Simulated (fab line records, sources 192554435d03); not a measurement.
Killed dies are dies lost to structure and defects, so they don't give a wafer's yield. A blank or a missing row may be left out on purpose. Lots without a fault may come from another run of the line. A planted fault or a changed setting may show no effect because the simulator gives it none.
Chamber matching | flow n5_finfet | N5_BEOL_M4_ALD_98 on ald_sin-01: 4 sister chambers
The step deposits SiO2, target thk 2.5 nm, pulse time 1 s, co reactant pulse time 1 s. 18 wafers are shown with their chamber, then 9 later ones without.

WAFERS WITH THEIR CHAMBER
wafer  | chamber | heater_power_w (W) | precursor_pulse_height_rel
L075.1 | 1       | 77                 | 0.994
L075.3 | 0       | 63                 | 0.999
L075.5 | 2       | 83                 | 1.028
L078.2 | 2       | 81                 | 0.958
L078.3 | 3       | 82                 | 0.984
L078.6 | 0       | 64                 | 1.023
L082.1 | 0       | 67                 | 1.037
L082.2 | 3       | 83                 | 1.042
L082.4 | 2       | 85                 | 1.013
L085.3 | 2       | 84                 | 0.999
L085.5 | 3       | 86                 | 0.988
L085.6 | 0       | 66                 | 1.013
L088.1 | 2       | 83                 | 0.985
L088.3 | 0       | 65                 | 1.037
L088.4 | 1       | 78                 | 0.998
L089.2 | 0       | 66                 | 0.997
L089.4 | 3       | 84                 | 0.988
L089.5 | 2       | 82                 | 1.033

SIGNATURES (means of the wafers above)
reading                    | chamber 0 | chamber 1 | chamber 2 | chamber 3 | scatter within a chamber
heater_power_w             | 65.17     | 77.50     | 83.00     | 83.75     | 1.47
precursor_pulse_height_rel | 1.01767   | 0.99600   | 1.00267   | 1.00050   | 0.0237
Rule: a wafer's distance from a chamber is the root of the sum, over the readings, of the square of ((its reading less the chamber's mean) divided by the reading's scatter). The wafer belongs to the nearest chamber; if the next one is less than 2 further off, it can't be placed. The scatter: the root of (the sum of the squares of (reading less its chamber's mean) over the shown wafers, divided by (wafers less chambers)).

WAFERS WITHOUT THEIR CHAMBER
wafer  | heater_power_w (W) | precursor_pulse_height_rel
L090.1 | 65                 | 1.012
L090.3 | 85                 | 0.965
L090.5 | 84                 | 1.001
L093.2 | 68                 | 1.014
L093.4 | 85                 | 1.032
L093.6 | 85                 | 0.965
L092.1 | 84                 | 0.986
L092.2 | 76                 | 1.012
L092.3 | 83                 | 0.997

WHICH CHAMBER EACH WENT THROUGH
wafer  | from the rows above     | in truth
L090.1 | 0                       | 0
L090.3 | can't be placed: 3 or 2 | 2
L090.5 | can't be placed: 3 or 2 | 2
L093.2 | 0                       | 0
L093.4 | can't be placed: 3 or 2 | 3
L093.6 | can't be placed: 3 or 2 | 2
L092.1 | can't be placed: 3 or 2 | 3
L092.2 | 1                       | 1
L092.3 | can't be placed: 2 or 3 | 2
Placed correctly: 3 of 9. Can't be placed from these rows: 6 (the true chamber is among the candidates in 6). Placed wrongly: 0.
